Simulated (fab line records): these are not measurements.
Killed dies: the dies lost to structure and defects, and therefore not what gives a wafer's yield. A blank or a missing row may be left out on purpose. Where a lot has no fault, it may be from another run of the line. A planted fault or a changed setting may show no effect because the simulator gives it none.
Chamber matching || flow n5_finfet || 4 sister chambers for N5_FIN_SAQP_MANDREL1_REMOVE_56 on rie_si-05
The step chemistry HBr/Cl2/O2, target a-Si, stops on SiNx, bt time 10 s. 16 wafers are shown with their chamber, then 8 later ones without.

== EACH WAFER AND ITS CHAMBER ==
{"wafer": "L078.2", "chamber": 1, "throttle_valve_pct (%)": 36.55, "oes_product_au (a.u.)": 0.985}
{"wafer": "L078.3", "chamber": 0, "throttle_valve_pct (%)": 36.39, "oes_product_au (a.u.)": 1.007}
{"wafer": "L078.6", "chamber": 2, "throttle_valve_pct (%)": 37.08, "oes_product_au (a.u.)": 0.986}
{"wafer": "L079.2", "chamber": 2, "throttle_valve_pct (%)": 37.05, "oes_product_au (a.u.)": 0.999}
{"wafer": "L079.3", "chamber": 3, "throttle_valve_pct (%)": 36.97, "oes_product_au (a.u.)": 0.995}
{"wafer": "L079.4", "chamber": 1, "throttle_valve_pct (%)": 36.54, "oes_product_au (a.u.)": 0.988}
{"wafer": "L080.2", "chamber": 3, "throttle_valve_pct (%)": 36.97, "oes_product_au (a.u.)": 0.976}
{"wafer": "L080.4", "chamber": 2, "throttle_valve_pct (%)": 37.06, "oes_product_au (a.u.)": 0.993}
{"wafer": "L080.5", "chamber": 1, "throttle_valve_pct (%)": 36.53, "oes_product_au (a.u.)": 0.975}
{"wafer": "L081.2", "chamber": 2, "throttle_valve_pct (%)": 37.05, "oes_product_au (a.u.)": 0.989}
{"wafer": "L081.5", "chamber": 1, "throttle_valve_pct (%)": 36.54, "oes_product_au (a.u.)": 0.977}
{"wafer": "L081.6", "chamber": 0, "throttle_valve_pct (%)": 36.42, "oes_product_au (a.u.)": 1.012}
{"wafer": "L083.4", "chamber": 2, "throttle_valve_pct (%)": 37.07, "oes_product_au (a.u.)": 1.003}
{"wafer": "L083.5", "chamber": 3, "throttle_valve_pct (%)": 36.96, "oes_product_au (a.u.)": 0.992}
{"wafer": "L083.6", "chamber": 2, "throttle_valve_pct (%)": 37.06, "oes_product_au (a.u.)": 1.004}
{"wafer": "L093.1", "chamber": 2, "throttle_valve_pct (%)": 37.06, "oes_product_au (a.u.)": 0.994}

SIGNATURES (means of the wafers above)
{"reading": "throttle_valve_pct", "chamber 0": 36.4050, "chamber 1": 36.5400, "chamber 2": 37.0614, "chamber 3": 36.9667, "scatter within a chamber": 0.0108}
{"reading": "oes_product_au", "chamber 0": 1.00950, "chamber 1": 0.98125, "chamber 2": 0.99543, "chamber 3": 0.98767, "scatter within a chamber": 0.00719}
Rule: distance of a wafer from a chamber = root of the sum over the readings of ((wafer's reading minus chamber's mean) / reading's scatter) squared. If the next closest chamber is less than 2 further off than the closest, the wafer can't be placed; otherwise it belongs to the closest. The scatter: the root of (the sum of the squares of (reading less its chamber's mean) over the shown wafers, divided by (wafers less chambers)).

== WAFERS WHOSE CHAMBER IS MISSING ==
{"wafer": "L093.4", "throttle_valve_pct (%)": 36.94, "oes_product_au (a.u.)": 0.988}
{"wafer": "L093.6", "throttle_valve_pct (%)": 36.96, "oes_product_au (a.u.)": 0.986}
{"wafer": "L095.2", "throttle_valve_pct (%)": 36.95, "oes_product_au (a.u.)": 0.981}
{"wafer": "L095.4", "throttle_valve_pct (%)": 37.07, "oes_product_au (a.u.)": 0.993}
{"wafer": "L095.5", "throttle_valve_pct (%)": 36.42, "oes_product_au (a.u.)": 1.010}
{"wafer": "L097.2", "throttle_valve_pct (%)": 37.05, "oes_product_au (a.u.)": 0.999}
{"wafer": "L097.3", "throttle_valve_pct (%)": 36.41, "oes_product_au (a.u.)": 1.027}
{"wafer": "L097.5", "throttle_valve_pct (%)": 36.97, "oes_product_au (a.u.)": 0.995}

== THE CHAMBER EACH PASSED THROUGH ==
{"wafer": "L093.4", "from the rows above": 3, "in truth": 3}
{"wafer": "L093.6", "from the rows above": 3, "in truth": 3}
{"wafer": "L095.2", "from the rows above": 3, "in truth": 3}
{"wafer": "L095.4", "from the rows above": 2, "in truth": 2}
{"wafer": "L095.5", "from the rows above": 0, "in truth": 0}
{"wafer": "L097.2", "from the rows above": 2, "in truth": 2}
{"wafer": "L097.3", "from the rows above": 0, "in truth": 0}
{"wafer": "L097.5", "from the rows above": 3, "in truth": 3}
Correctly placed: 8 of 8. Number that these rows cannot place: 0. Placed wrongly: 0.
